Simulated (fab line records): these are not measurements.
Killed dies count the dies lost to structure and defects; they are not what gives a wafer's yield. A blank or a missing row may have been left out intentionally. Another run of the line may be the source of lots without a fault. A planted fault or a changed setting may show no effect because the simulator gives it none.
fab line records | flow n5Finfet
record: lots: 24 wafers: 72 lastDay: 20
route steps=1938 shown BEOL_M7@1264
lots untouched by any fault: they come from a run of this same line in which no faults occurred
startH: hours from the record's opening day to when the first of the lot's shown wafers began | waitH: hours since the lot's step before | " identical to the entry in the row above | L1.1+2: one row covering several wafers at once | - no value, or no start was given | * or withheld: withheld | < > ~ a bound
route shown NAME@n: a module of which the file shows steps, and the number in the route of the first | usual: average and standard deviation across the fault-free wafers | same: alike in all rows | chamber/n: place in a boat | sites: each site's reading | _std_site: how widely they spread, as a standard deviation | _edge_site: inner sites' mean taken away from outer sites' mean | radiusMm: how far each site lies from the wafer's centre | mask NAME#n: copy n | behind: the tool/chamber that last shaped the wafer | hold: reason for holding the lot/hours on hold/outcome of the hold | device: names the non-switching transistor (n, p or np) | end of line: tests of these same wafers at the route's end | a step without rows: its recipe alone | killed: at the first sort, the dies lost to defects and structure; wafer yield is something else | map: a wafer's dies, x killed, . not, _ none there
set.NAME: the setting as run; set.NAME@STEP: as run at that earlier step | model.NAME: the simulator's own value behind a step, which no gauge read
the route's steps for a sample of lots (tables are steps, rows are wafers)
services: the hour from which a tool's chamber was out of use, counted from the record's first day as startH (under 0 if before that day), plus the number of hours and why
== steps ==
step: N5_BEOL_M7_CURE_74
recipe: tempC: 385 timeS: 240 ambient: He/Ar material: SiCOH_lowk
usual: lampPowerPct: 52.31/0.048 wafer_temp_C_max: 386.5/0.51
columns lot.wafer tool chamber startH waitH lampPowerPct wafer_temp_C_max
L074.2 uvCure-03 0 232.41 0.1 52.34 386.3
L074.5 " 0 " " 52.30 386.4
L074.6 " 0 " " 52.39 386.1
L075.2 uvCure-02 0 246.67 0.1 52.35 387.4
L075.3 " 0 " " 52.32 387.0
L075.4 " 0 " " 52.26 386.5
L077.1 uvCure-01 0 255.02 0.0 52.37 386.2
L077.2 " 0 " " 52.33 386.0
L077.5 " 0 " " 52.34 386.5
L076.1 uvCure-01 0 263.72 0.1 52.32 386.3
L076.2 " 0 " " 52.31 385.7
L076.4 " 0 " " 52.28 385.4
L078.1 uvCure-03 0 263.97 0.0 52.32 385.5
L078.3 " 0 " " 52.32 385.9
L078.5 " 0 " " 52.33 385.6
L079.3 uvCure-01 0 269.78 0.2 52.35 386.5
L079.5 " 0 " " 52.37 386.2
L079.6 " 0 " " 52.31 386.6
L081.1 uvCure-01 0 275.49 0.0 52.35 386.2
L081.3 " 0 " " 52.41 386.1
L081.6 " 0 " " 52.32 386.3
L082.1 uvCure-01 2 278.76 0.0 52.31 386.7
L082.3 " 2 " " 52.33 387.0
L082.4 " 2 " " 52.35 386.6
L080.3 uvCure-02 2 280.70 0.2 52.26 386.6
L080.5 " 2 " " 52.24 386.2
L080.6 " 2 " " 52.30 386.9
L083.1 uvCure-01 0 285.04 0.0 52.30 385.9
L083.4 " 0 " " 52.38 386.2
L083.6 " 0 " " 52.34 386.1
L084.1 uvCure-02 2 286.72 0.0 52.36 386.9
L084.2 " 2 " " 52.34 386.8
L084.4 " 2 " " 52.29 387.3
L085.2 uvCure-02 2 309.18 0.1 52.24 386.4
L085.3 " 2 " " 52.35 387.5
L085.6 " 2 " " 52.33 386.6
L086.1 uvCure-01 0 309.87 0.0 52.23 386.4
L086.4 " 0 " " 52.24 385.9
L086.6 " 0 " " 52.37 386.1
L087.2 uvCure-03 2 310.57 0.2 52.30 386.6
L087.3 " 2 " " 52.28 386.3
L087.5 " 2 " " 52.39 386.7
L088.2 uvCure-03 0 311.53 0.4 52.30 385.9
L088.4 " 0 " " 52.24 385.9
L088.5 " 0 " " 52.40 385.5
L089.2 uvCure-01 0 333.56 0.2 52.32 386.6
L089.4 " 0 " " 52.29 386.5
L089.5 " 0 " " 52.35 386.1
L090.1 uvCure-01 2 345.65 0.3 52.27 386.5
L090.4 " 2 " " 52.39 386.4
L090.5 " 2 " " 52.30 386.8
L092.1 uvCure-02 1 345.96 0.2 52.38 387.1
L092.2 " 1 " " 52.29 387.7
L092.5 " 1 " " 52.28 386.1
L093.1 uvCure-01 1 346.65 0.3 52.37 387.0
L093.3 " 1 " " 52.28 386.5
L093.5 " 1 " " 52.29 386.3
L091.1 uvCure-01 0 354.41 0.0 52.38 386.4
L091.4 " 0 " " 52.31 386.1
L091.6 " 0 " " 52.29 386.3
L096.1 uvCure-01 2 378.91 0.0 52.34 386.2
L096.2 " 2 " " 52.28 386.8
L096.3 " 2 " " 52.31 386.7
L095.1 uvCure-02 0 385.29 0.0 52.28 387.4
L095.2 " 0 " " 52.36 387.5
L095.4 " 0 " " 52.29 387.3
L097.4 uvCure-03 2 390.64 0.3 52.32 386.7
L097.5 " 2 " " 52.27 387.0
L097.6 " 2 " " 52.27 387.4
L094.1 uvCure-01 1 391.15 0.1 52.31 386.3
L094.4 " 1 " " 52.28 386.1
L094.5 " 1 " " 52.31 385.9
step: N5_BEOL_M7_STRIP_19
recipe: chemistry: O2 powerW: 400 tempC: 40 pressureMtorr: 30 rfFrequencyHz: 6e+07 biasPowerW: 0 overashFraction: 0.2 o2FlowSccm: 225
usual: drypumpMotorCurrentA: 5.8/0.43 oesProductAu: 0.80/0.1 rfVppV: 3.7/0.58 showerheadPlenumPTorr: 2.09/0.064 throttleValvePct: 16.72/0.22
columns lot.wafer tool chamber startH waitH drypumpMotorCurrentA oesProductAu rfHoursCounterH rfVppV showerheadPlenumPTorr throttleValvePct
L074.2 rieDiel-02 3 233.82 0.1 5.9 0.73 188 2.8 2.01 16.68
L074.5 " 2 " " 6.1 0.86 - 3.3 2.04 16.68
L074.6 " 1 " " 5.6 0.75 - 3.1 2.01 16.93
L075.2 rieDiel-05 2 249.97 0.2 6.2 0.93 20 3.9 2.05 16.60
L075.3 " 1 " " 5.4 0.89 47 3.6 2.14 16.42
L075.4 " 3 " " 6.4 0.75 - 4.0 2.09 16.93
L077.1 rieDiel-03 0 256.93 0.1 5.9 0.79 113 4.2 2.19 16.67
L077.2 " 1 " " 5.7 0.71 202 4.3 2.08 17.01
L077.5 " 2 " " 5.7 0.68 - 4.1 1.99 16.86
L076.1 rieDiel-02 3 266.24 0.1 5.9 0.71 196 3.5 2.00 16.68
L076.2 " 1 " " 5.6 0.74 176 4.1 2.01 16.96
L076.4 " 2 " " 6.1 0.84 81 3.7 2.04 16.70
L078.1 rieDiel-03 1 266.27 0.1 5.7 0.71 205 3.8 2.07 17.00
L078.3 " 0 " " 6.0 0.79 116 3.5 2.18 16.66
L078.5 " 1 " " 5.8 0.71 - 4.2 2.07 17.00
L079.3 rieDiel-05 1 272.12 0.2 5.3 0.87 56 3.7 2.13 16.43
L079.5 " 0 " " 5.8 0.68 - 4.0 2.08 16.60
L079.6 " 1 " " 5.3 0.88 - 3.5 2.13 16.40
L081.1 rieDiel-05 0 277.73 0.2 5.8 0.68 232 3.5 2.08 16.62
L081.3 " 3 " " 6.4 0.74 168 3.1 2.08 16.97
L081.6 " 0 " " 5.8 0.67 - 4.5 2.08 16.64
L082.1 rieDiel-02 0 280.94 0.2 4.8 0.94 21 4.0 2.15 16.60
L082.3 " 3 " " 5.9 0.72 200 2.8 2.00 16.68
L082.4 " 2 " " 6.1 0.83 85 2.5 2.04 16.71
L080.3 rieDiel-02 1 283.64 0.1 5.6 0.73 182 3.5 2.01 16.95
L080.5 " 1 " " 5.6 0.74 - 4.3 2.00 16.98
L080.6 " 0 " " 4.8 0.94 - 4.6 2.15 16.62
L083.1 rieDiel-02 2 287.63 0.1 6.0 0.84 87 4.1 2.04 16.71
L083.4 " 1 " " 5.6 0.74 184 3.5 2.00 16.98
L083.6 " 3 " " 5.9 0.72 - 2.4 2.00 16.69
L084.1 rieDiel-05 3 290.96 0.2 6.4 0.74 174 4.1 2.08 16.97
L084.2 " 2 " " 6.2 0.90 32 4.2 2.05 16.60
L084.4 " 0 " " 5.8 0.68 238 4.4 2.07 16.62
L085.2 rieDiel-05 1 311.28 0.1 5.3 0.85 70 3.2 2.13 16.42
L085.3 " 2 " " 6.2 0.89 38 2.9 2.04 16.63
L085.6 " 0 " " 5.8 0.67 - 4.1 2.07 16.65
L086.1 rieDiel-05 2 312.04 0.2 6.2 0.89 38 2.7 2.04 16.62
L086.4 " 1 " " 5.4 0.85 70 4.2 2.13 16.42
L086.6 " 3 " " 6.4 0.73 - 3.5 2.08 16.98
L087.2 rieDiel-02 1 312.91 0.1 5.6 0.73 193 3.5 2.00 16.99
L087.3 " 3 " " 5.9 0.70 212 4.7 2.00 16.71
L087.5 " 0 " " 4.8 0.92 - 3.3 2.15 16.63
L088.2 rieDiel-05 0 314.65 0.1 5.8 0.67 247 3.3 2.07 16.65
L088.4 " 2 " " 6.2 0.90 39 3.9 2.04 16.62
L088.5 " 1 " " 5.3 0.85 - 4.0 2.13 16.42
L089.2 rieDiel-05 3 339.08 0.3 6.4 0.72 194 3.7 2.07 17.03
L089.4 " 3 " " 6.4 0.72 - 4.3 2.07 17.01
L089.5 " 2 " " 6.2 0.87 - 3.8 2.04 16.63
L090.1 rieDiel-05 0 348.66 0.2 5.8 1.00 1 2.9 2.07 16.21
L090.4 " 2 " " 6.2 0.85 58 3.0 2.04 16.65
L090.5 " 1 " " 5.3 0.84 - 4.0 2.12 16.51
L093.1 rieDiel-05 2 350.47 0.5 6.2 0.86 60 3.8 2.04 16.67
L093.3 " 0 " " 5.8 0.98 1 3.7 2.07 16.20
L093.5 " 0 " " 5.8 1.00 - 5.0 2.07 16.21
L092.1 rieDiel-05 0 350.51 0.6 5.8 1.01 1 3.8 2.07 16.20
L092.2 " 1 " " 5.4 0.83 92 4.3 2.12 16.48
L092.5 " 2 " " 6.2 0.87 - 3.1 2.04 16.68
L091.1 rieDiel-02 2 357.84 0.1 6.1 0.80 114 4.2 2.03 16.77
L091.4 " 0 " " 4.8 0.89 - 3.3 2.14 16.67
L091.6 " 2 " " 6.0 0.80 - 3.4 2.03 16.77
L096.1 rieDiel-03 3 380.93 0.1 5.6 0.67 230 4.4 2.16 16.94
L096.2 " 1 " " 5.8 0.69 230 4.1 2.07 17.07
L096.3 " 2 " " 5.7 0.99 0 3.2 2.25 16.44
L095.1 rieDiel-03 2 387.52 0.1 5.7 0.98 2 3.7 2.24 16.43
L095.2 " 1 " " 5.8 0.69 231 2.8 2.06 17.07
L095.4 " 0 " " 5.9 0.75 151 3.8 2.17 16.73
L097.4 rieDiel-03 2 393.01 0.2 5.7 0.96 3 3.2 2.24 16.43
L097.5 " 3 " " 5.5 0.68 - 3.9 2.16 16.93
L097.6 " 2 " " 5.7 0.96 - 3.6 2.24 16.44
L094.1 rieDiel-03 0 393.05 0.2 5.9 0.75 152 3.1 2.17 16.74
L094.4 " 3 " " 5.5 0.68 232 3.1 2.16 16.93
L094.5 " 1 " " 5.8 0.69 - 3.7 2.06 17.08
step: N5_BEOL_M7_VIA_ETCH_34
recipe: chemistry: C4F6/O2 target: SiCOH_lowk targetDepthA: 1255 maskMaterial: SOC taperDeg: 4 timeS: 50.5 ionEnergyEv: 250 pressureMtorr: 30 sourceW: 345 biasW: 185 Ar_flow_sccm: 300 C4F6_flow_sccm: 10 O2_flow_sccm: 10
usual: drypumpMotorCurrentA: 5.8/0.41 oesProductAu: 0.78/0.091 rfVppV: 665/5.8 showerheadPlenumPTorr: 2.82/0.085 throttleValvePct: 20.96/0.21
columns lot.wafer tool chamber startH waitH drypumpMotorCurrentA oesProductAu rfHoursCounterH rfVppV showerheadPlenumPTorr throttleValvePct
L074.2 rieDiel-03 3 234.63 0.0 5.5 0.70 188 669 2.95 21.10
L074.5 " 2 " " 5.7 0.69 - 667 2.72 21.07
L074.6 " 3 " " 5.5 0.70 - 670 2.95 21.09
L075.2 rieDiel-02 0 252.76 0.0 4.8 0.97 12 663 2.90 20.81
L075.3 " 2 " " 6.0 0.85 76 665 2.77 20.95
L075.4 " 0 " " 4.8 0.97 - 665 2.90 20.81
L077.1 rieDiel-05 2 260.38 0.0 6.2 0.91 24 666 2.79 20.88
L077.2 " 3 " " 6.3 0.75 163 673 2.84 21.21
L077.5 " 0 " " 5.8 0.68 - 662 2.81 20.73
L076.1 rieDiel-03 3 268.39 0.0 5.5 0.70 196 668 2.95 21.11
L076.2 " 0 " " 5.9 0.79 116 667 2.97 20.94
L076.4 " 1 " " 5.7 0.71 205 659 2.84 21.34
L078.1 rieDiel-02 1 268.42 0.0 5.6 0.73 176 659 2.72 21.12
L078.3 " 2 " " 6.1 0.84 81 666 2.77 20.96
L078.5 " 2 " " 6.1 0.84 - 664 2.77 20.96
L079.3 rieDiel-05 1 272.80 0.0 5.4 0.87 56 670 2.89 20.69
L079.5 " 3 " " 6.4 0.75 - 670 2.84 21.21
L079.6 " 2 " " 6.2 0.91 - 666 2.79 20.87
L081.1 rieDiel-05 3 278.92 0.0 6.4 0.75 169 671 2.84 21.23
L081.3 " 2 " " 6.2 0.91 30 665 2.79 20.89
L081.6 " 1 " " 5.4 0.86 - 672 2.89 20.67
L082.1 rieDiel-05 0 281.90 0.0 5.8 0.68 233 664 2.81 20.76
L082.3 " 1 " " 5.4 0.87 58 670 2.89 20.67
L082.4 " 1 " " 5.4 0.87 - 672 2.89 20.68
L080.3 rieDiel-03 3 284.38 0.0 5.5 0.69 203 672 2.95 21.10
L080.5 " 3 " " 5.5 0.69 - 671 2.95 21.11
L080.6 " 0 " " 6.0 0.77 - 668 2.97 20.94
L083.1 rieDiel-02 1 289.31 0.0 5.6 0.73 184 658 2.72 21.11
L083.4 " 2 " " 6.0 0.84 88 666 2.77 20.96
L083.6 " 0 " " 4.8 0.92 - 663 2.89 20.82
L084.1 rieDiel-05 0 291.65 0.0 5.8 0.68 238 664 2.81 20.76
L084.2 " 3 " " 6.4 0.74 174 670 2.83 21.23
L084.4 " 1 " " 5.4 0.86 62 672 2.89 20.66
L085.2 rieDiel-05 1 312.26 0.0 5.4 0.86 70 671 2.89 20.70
L085.3 " 3 " " 6.4 0.74 181 671 2.83 21.27
L085.6 " 0 " " 5.8 0.67 - 662 2.81 20.76
L086.1 rieDiel-03 3 313.04 0.0 5.5 0.69 212 670 2.94 21.13
L086.4 " 3 " " 5.5 0.68 - 668 2.94 21.12
L086.6 " 0 " " 5.9 0.77 - 667 2.96 20.97
L087.2 rieDiel-03 2 313.87 0.0 5.7 0.67 242 667 2.71 21.10
L087.3 " 3 " " 5.5 0.69 213 669 2.94 21.12
L087.5 " 3 " " 5.5 0.68 - 671 2.94 21.13
L088.2 rieDiel-02 2 316.25 0.0 6.1 0.83 98 664 2.77 20.97
L088.4 " 0 " " 4.8 0.92 30 664 2.89 20.80
L088.5 " 0 " " 4.8 0.91 - 664 2.89 20.82
L089.2 rieDiel-05 1 340.02 0.0 5.4 0.82 85 671 2.88 20.72
L089.4 " 1 " " 5.4 0.83 - 670 2.88 20.72
L089.5 " 3 " " 6.3 0.72 - 671 2.82 21.27
L090.1 rieDiel-05 1 351.63 0.0 5.3 0.82 92 671 2.88 20.72
L090.4 " 2 " " 6.2 0.85 60 665 2.78 20.93
L090.5 " 3 " " 6.3 0.73 - 671 2.82 21.28
L092.1 rieDiel-05 1 352.56 0.0 5.3 0.83 93 669 2.88 20.72
L092.2 " 2 " " 6.2 0.86 61 667 2.78 20.93
L092.5 " 3 " " 6.4 0.73 - 670 2.82 21.27
L093.1 rieDiel-02 3 353.11 0.0 5.9 0.71 230 652 2.70 20.89
L093.3 " 3 " " 5.9 0.70 - 651 2.70 20.87
L093.5 " 3 " " 5.9 0.70 - 651 2.70 20.88
L091.1 rieDiel-05 0 360.41 0.0 5.8 0.97 6 663 2.80 20.43
L091.4 " 1 " " 5.4 0.82 95 670 2.88 20.74
L091.6 " 2 " " 6.2 0.85 - 666 2.77 20.95
L096.1 rieDiel-02 1 381.95 0.0 5.6 0.71 211 658 2.70 21.17
L096.2 " 2 " " 6.0 0.80 122 665 2.75 21.00
L096.3 " 0 " " 4.8 0.89 55 663 2.88 20.85
L095.1 rieDiel-02 2 388.96 0.0 6.1 0.80 125 664 2.75 21.03
L095.2 " 1 " " 5.6 0.71 213 657 2.70 21.18
L095.4 " 3 " " 5.9 0.69 242 651 2.70 20.89
L097.4 rieDiel-02 3 395.52 0.0 5.9 0.68 244 652 2.70 20.91
L097.5 " 1 " " 5.6 0.71 - 656 2.70 21.17
L097.6 " 2 " " 6.0 0.78 - 665 2.75 21.03
L094.1 rieDiel-03 0 395.75 0.0 5.9 0.75 153 665 2.95 20.99
L094.4 " 3 " " 5.5 0.67 233 669 2.93 21.16
L094.5 " 3 " " 5.5 0.66 - 669 2.93 21.15
step: N5_BEOL_M7_STRIP_36
recipe: chemistry: N2/H2 powerW: 450 tempC: 40 pressureMtorr: 20 rfFrequencyHz: 6e+07 overashFraction: 0.3 biasPowerW: 7 h2Frac: 0.5 n2FlowSccm: 200 h2FlowSccm: 200
usual: drypumpMotorCurrentA: 5.8/0.41 oesProductAu: 0.78/0.091 rfVppV: 59.1/1.6 showerheadPlenumPTorr: 2.51/0.081 throttleValvePct: 23.76/0.21
columns lot.wafer tool chamber startH waitH drypumpMotorCurrentA oesProductAu rfHoursCounterH rfVppV showerheadPlenumPTorr throttleValvePct
L074.2 rieDiel-03 3 234.68 0.0 5.5 0.70 188 59.2 2.63 23.72
L074.5 " 2 " " 5.7 0.69 - 57.2 2.41 23.63
L074.6 " 3 " " 5.5 0.70 - 58.8 2.63 23.74
L075.2 rieDiel-02 0 252.81 0.0 4.8 0.96 12 61.9 2.59 23.65
L075.3 " 2 " " 6.1 0.85 76 58.9 2.47 23.66
L075.4 " 0 " " 4.8 0.95 - 57.0 2.59 23.65
L077.1 rieDiel-05 2 260.43 0.0 6.2 0.93 24 58.9 2.49 23.50
L077.2 " 3 " " 6.3 0.75 163 57.1 2.52 23.94
L077.5 " 0 " " 5.8 0.69 - 57.7 2.50 23.59
L076.1 rieDiel-03 3 268.44 0.0 5.5 0.69 196 61.0 2.63 23.75
L076.2 " 0 " " 6.0 0.80 116 58.7 2.66 23.94
L076.4 " 1 " " 5.7 0.70 206 60.9 2.52 24.28
L078.1 rieDiel-02 1 268.48 0.0 5.6 0.75 176 61.7 2.42 23.97
L078.3 " 2 " " 6.1 0.86 81 58.8 2.46 23.70
L078.5 " 2 " " 6.0 0.84 - 60.5 2.46 23.73
L079.3 rieDiel-05 1 272.85 0.0 5.3 0.87 56 61.7 2.58 23.58
L079.5 " 3 " " 6.4 0.75 - 60.0 2.52 23.95
L079.6 " 2 " " 6.2 0.90 - 60.1 2.48 23.50
L081.1 rieDiel-05 3 278.98 0.0 6.3 0.74 169 60.7 2.52 23.94
L081.3 " 2 " " 6.2 0.90 30 57.0 2.48 23.50
L081.6 " 1 " " 5.4 0.86 - 58.7 2.58 23.57
L082.1 rieDiel-05 0 281.95 0.0 5.8 0.67 233 58.9 2.50 23.62
L082.3 " 1 " " 5.3 0.86 58 57.7 2.58 23.57
L082.4 " 1 " " 5.3 0.87 - 60.5 2.58 23.56
L080.3 rieDiel-03 3 284.43 0.0 5.5 0.70 203 61.4 2.63 23.76
L080.5 " 3 " " 5.5 0.69 - 60.1 2.63 23.75
L080.6 " 0 " " 5.9 0.79 - 63.3 2.66 23.97
L083.1 rieDiel-02 1 289.36 0.0 5.6 0.72 184 60.0 2.42 24.02
L083.4 " 2 " " 6.0 0.85 88 60.9 2.46 23.70
L083.6 " 0 " " 4.8 0.93 - 60.8 2.59 23.64
L084.1 rieDiel-05 0 291.70 0.0 5.8 0.67 238 56.1 2.49 23.60
L084.2 " 3 " " 6.4 0.76 174 59.9 2.52 23.95
L084.4 " 1 " " 5.4 0.86 62 60.4 2.58 23.57
L085.2 rieDiel-05 1 312.31 0.0 5.4 0.85 70 57.3 2.58 23.56
L085.3 " 3 " " 6.3 0.72 181 56.6 2.52 23.96
L085.6 " 0 " " 5.9 0.67 - 60.0 2.49 23.62
L086.1 rieDiel-03 3 313.09 0.0 5.5 0.69 212 58.6 2.62 23.78
L086.4 " 3 " " 5.5 0.68 - 57.6 2.62 23.75
L086.6 " 0 " " 5.9 0.77 - 59.1 2.66 23.97
L087.2 rieDiel-03 2 313.92 0.0 5.7 0.68 242 55.8 2.40 23.66
L087.3 " 3 " " 5.5 0.69 213 58.3 2.62 23.76
L087.5 " 3 " " 5.5 0.69 - 59.5 2.62 23.76
L088.2 rieDiel-02 2 316.30 0.0 6.0 0.82 98 62.0 2.46 23.73
L088.4 " 0 " " 4.8 0.91 30 59.5 2.58 23.67
L088.5 " 0 " " 4.8 0.91 - 58.7 2.58 23.65
L089.2 rieDiel-05 1 340.07 0.0 5.4 0.84 85 59.0 2.57 23.59
L089.4 " 1 " " 5.4 0.84 - 58.2 2.57 23.59
L089.5 " 3 " " 6.4 0.72 - 58.8 2.51 23.98
L090.1 rieDiel-05 1 351.68 0.0 5.4 0.82 92 58.4 2.57 23.62
L090.4 " 2 " " 6.2 0.85 60 58.1 2.47 23.54
L090.5 " 3 " " 6.4 0.72 - 60.2 2.51 23.97
L092.1 rieDiel-05 1 352.61 0.0 5.3 0.82 93 59.6 2.57 23.62
L092.2 " 2 " " 6.2 0.85 61 58.2 2.47 23.57
L092.5 " 3 " " 6.4 0.72 - 58.9 2.51 23.97
L093.1 rieDiel-02 3 353.19 0.0 5.9 0.69 230 58.9 2.41 23.84
L093.3 " 3 " " 5.9 0.70 - 57.4 2.41 23.81
L093.5 " 3 " " 5.9 0.69 - 61.4 2.41 23.82
L091.1 rieDiel-05 0 360.46 0.0 5.8 0.97 6 59.7 2.49 23.33
L091.4 " 1 " " 5.4 0.82 95 57.8 2.56 23.62
L091.6 " 2 " " 6.2 0.85 - 59.7 2.47 23.54
L096.1 rieDiel-02 1 382.00 0.0 5.6 0.71 211 60.2 2.41 24.05
L096.2 " 2 " " 6.1 0.81 122 60.7 2.44 23.72
L096.3 " 0 " " 4.8 0.87 55 58.4 2.57 23.70
L095.1 rieDiel-02 2 389.01 0.0 6.0 0.79 125 56.0 2.44 23.74
L095.2 " 1 " " 5.6 0.70 213 58.6 2.41 24.06
L095.4 " 3 " " 5.9 0.68 242 59.1 2.40 23.88
L097.4 rieDiel-02 3 395.57 0.0 5.9 0.69 244 58.8 2.40 23.84
L097.5 " 1 " " 5.6 0.69 - 57.5 2.41 24.03
L097.6 " 2 " " 6.1 0.79 - 55.9 2.44 23.81
L094.1 rieDiel-03 0 395.81 0.0 6.0 0.75 153 59.4 2.65 23.95
L094.4 " 3 " " 5.5 0.68 233 59.6 2.61 23.79
L094.5 " 3 " " 5.5 0.66 - 60.7 2.61 23.79
step: N5_BEOL_M7_OCD_MEAS_38
usual: trenchDepthNm: 93.1/1.3
columns lot.wafer tool chamber startH waitH trenchDepthNm
L074.2 ocd-02 - 234.88 - 92.1
L074.5 " - " " 93.0
L074.6 " - " " 92.5
L075.2 ocd-02 - 253.02 - 94.3
L075.3 " - " " 94.3
L075.4 " - " " 95.0
L077.1 ocd-01 - 260.63 - 94.5
L077.2 " - " " 93.9
L077.5 " - " " 90.4
L076.1 ocd-01 - 268.64 - 92.4
L076.2 " - " " 93.3
L076.4 " - " " 91.3
L078.1 ocd-02 - 268.67 - 94.0
L078.3 " - " " 94.6
L078.5 " - " " 94.8
L079.3 ocd-01 - 273.05 - 92.7
L079.5 " - " " 92.7
L079.6 " - " " 94.2
L081.1 ocd-01 - 279.17 - 93.5
L081.3 " - " " 92.4
L081.6 " - " " 92.9
L082.1 ocd-02 - 282.15 - 91.0
L082.3 " - " " 92.7
L082.4 " - " " 94.0
L080.3 ocd-01 - 284.63 - 92.7
L080.5 " - " " 92.0
L080.6 " - " " 92.3
L083.1 ocd-01 - 289.56 - 92.3
L083.4 " - " " 94.5
L083.6 " - " " 95.7
L084.1 ocd-01 - 291.90 - 92.2
L084.2 " - " " 93.2
L084.4 " - " " 94.7
L085.2 ocd-02 - 312.51 - 93.2
L085.3 " - " " 92.6
L085.6 " - " " 90.5
L086.1 ocd-01 - 313.29 - 91.7
L086.4 " - " " 91.9
L086.6 " - " " 93.0
L087.2 ocd-02 - 314.12 - 92.7
L087.3 " - " " 91.1
L087.5 " - " " 91.4
L088.2 ocd-01 - 316.50 - 94.8
L088.4 " - " " 95.7
L088.5 " - " " 95.9
L089.2 ocd-02 - 340.27 - 94.5
L089.4 " - " " 94.6
L089.5 " - " " 93.2
L090.1 ocd-02 - 351.88 - 93.5
L090.4 " - " " 93.1
L090.5 " - " " 92.5
L092.1 ocd-01 - 352.81 - 94.4
L092.2 " - " " 95.4
L092.5 " - " " 94.4
L093.1 ocd-02 - 353.47 - 92.2
L093.3 " - " " 93.1
L093.5 " - " " 92.9
L091.1 ocd-01 - 360.66 - 94.2
L091.4 " - " " 93.4
L091.6 " - " " 93.5
L096.1 ocd-02 - 382.20 - 91.1
L096.2 " - " " 93.6
L096.3 " - " " 94.3
L095.1 ocd-01 - 389.21 - 93.2
L095.2 " - " " 91.2
L095.4 " - " " 92.8
L097.4 ocd-02 - 395.77 - 92.3
L097.5 " - " " 90.7
L097.6 " - " " 92.9
L094.1 ocd-02 - 396.00 - 92.3
L094.4 " - " " 91.9
L094.5 " - " " 91.8
step: N5_BEOL_M7_ALD_77
recipe: material: TaN targetThkA: 20 tempC: 275 aldPrecursorFamily: PDMAT aldCoReactant: NH3 pressureTorr: 3 carrierFlowSccm: 1500 pulseTimeS: 2 purgeTimeS: 3 coReactantPurgeTimeS: 2 coReactantPulseTimeS: 3 aldCycles: 40 precursorVesselTempC: 75 precursorVesselPressureTorr: 26.25 precursorVesselCarrierSccm: 1000
usual: heaterPowerW: 400/35
same: coReactantPulseTimeS: 3 purgeTimeS: 3
columns lot.wafer tool chamber startH waitH heaterPowerW
L074.2 aldMetal-04 3 235.61 0.1 427
L074.5 " 1 " " 442
L074.6 " 0 " " 369
L075.2 aldMetal-04 3 253.85 0.0 433
L075.3 " 2 " " 366
L075.4 " 0 " " 363
L077.1 aldMetal-03 2 261.46 0.1 396
L077.2 " 3 " " 405
L077.5 " 0 " " 429
L076.1 aldMetal-03 0 269.38 0.1 415
L076.2 " 3 " " 396
L076.4 " 1 " " 352
L078.1 aldMetal-01 3 269.46 0.1 353
L078.3 " 0 " " 363
L078.5 " 2 " " 459
L079.3 aldMetal-04 1 273.95 0.1 433
L079.5 " 3 " " 429
L079.6 " 1 " " 442
L081.1 aldMetal-01 2 279.89 0.0 459
L081.3 " 0 " " 359
L081.6 " 2 " " 459
L082.1 aldMetal-03 2 283.29 0.0 395
L082.3 " 1 " " 352
L082.4 " 3 " " 405
L080.3 aldMetal-04 2 286.57 0.0 366
L080.5 " 1 " " 441
L080.6 " 0 " " 370
L083.1 aldMetal-04 1 290.47 0.0 438
L083.4 " 2 " " 370
L083.6 " 3 " " 434
L084.1 aldMetal-01 2 292.56 0.1 470
L084.2 " 3 " " 357
L084.4 " 0 " " 348
L085.2 aldMetal-03 3 313.69 0.1 397
L085.3 " 2 " " 406
L085.6 " 1 " " 341
L086.1 aldMetal-01 1 314.35 0.0 436
L086.4 " 3 " " 352
L086.6 " 2 " " 468
L087.2 aldMetal-03 3 315.85 0.0 398
L087.3 " 1 " " 353
L087.5 " 1 " " 347
L088.2 aldMetal-03 2 317.25 0.0 398
L088.4 " 0 " " 420
L088.5 " 2 " " 381
L089.2 aldMetal-03 3 342.46 0.2 394
L089.4 " 1 " " 351
L089.5 " 1 " " 358
L090.1 aldMetal-04 3 353.69 0.0 433
L090.4 " 2 " " 370
L090.5 " 1 " " 443
L092.1 aldMetal-03 0 353.89 0.1 435
L092.2 " 1 " " 348
L092.5 " 0 " " 425
L093.1 aldMetal-03 1 354.16 0.0 357
L093.3 " 0 " " 420
L093.5 " 3 " " 423
L091.1 aldMetal-01 1 361.41 0.1 402
L091.4 " 3 " " 342
L091.6 " 2 " " 449
L096.1 aldMetal-04 0 382.97 0.0 363
L096.2 " 1 " " 443
L096.3 " 3 " " 434
L095.1 aldMetal-04 2 389.91 0.1 376
L095.2 " 0 " " 379
L095.4 " 1 " " 448
L097.4 aldMetal-03 2 396.64 0.1 400
L097.5 " 2 " " 393
L097.6 " 1 " " 356
L094.1 aldMetal-03 2 396.92 0.1 400
L094.4 " 0 " " 430
L094.5 " 0 " " 424
== services ==
columns tool chamber startH hours kind
rieDiel-05 1 213.83 14.7 repair
rieDiel-05 - 217.62 0.7 repair
aldMetal-03 1 220.55 14.1 repair
aldMetal-03 - 224.35 0.4 repair
rieDiel-05 3 227.96 6.0 repair
aldMetal-03 3 228.52 4.3 repair
rieDiel-05 1 229.85 2.6 repair
rieDiel-02 - 241.35 2.8 pm
rieDiel-05 0 249.90 1.2 repair
rieDiel-02 3 250.98 4.4 repair
rieDiel-03 3 251.86 6.5 repair
rieDiel-05 2 281.14 7.1 repair
rieDiel-02 0 294.77 12.3 repair
rieDiel-03 1 312.30 15.5 repair
rieDiel-05 3 315.21 3.1 repair
rieDiel-02 2 322.19 4.5 repair
rieDiel-03 - 327.21 28.1 pm
rieDiel-05 - 329.22 0.3 repair
rieDiel-02 - 332.96 1.8 repair
rieDiel-02 0 350.85 2.9 repair
rieDiel-02 - 368.45 4.3 pm
rieDiel-03 - 374.24 1.1 repair
rieDiel-05 3 381.29 7.0 repair
uvCure-01 - 384.60 1.0 pm
== key ==
fault none
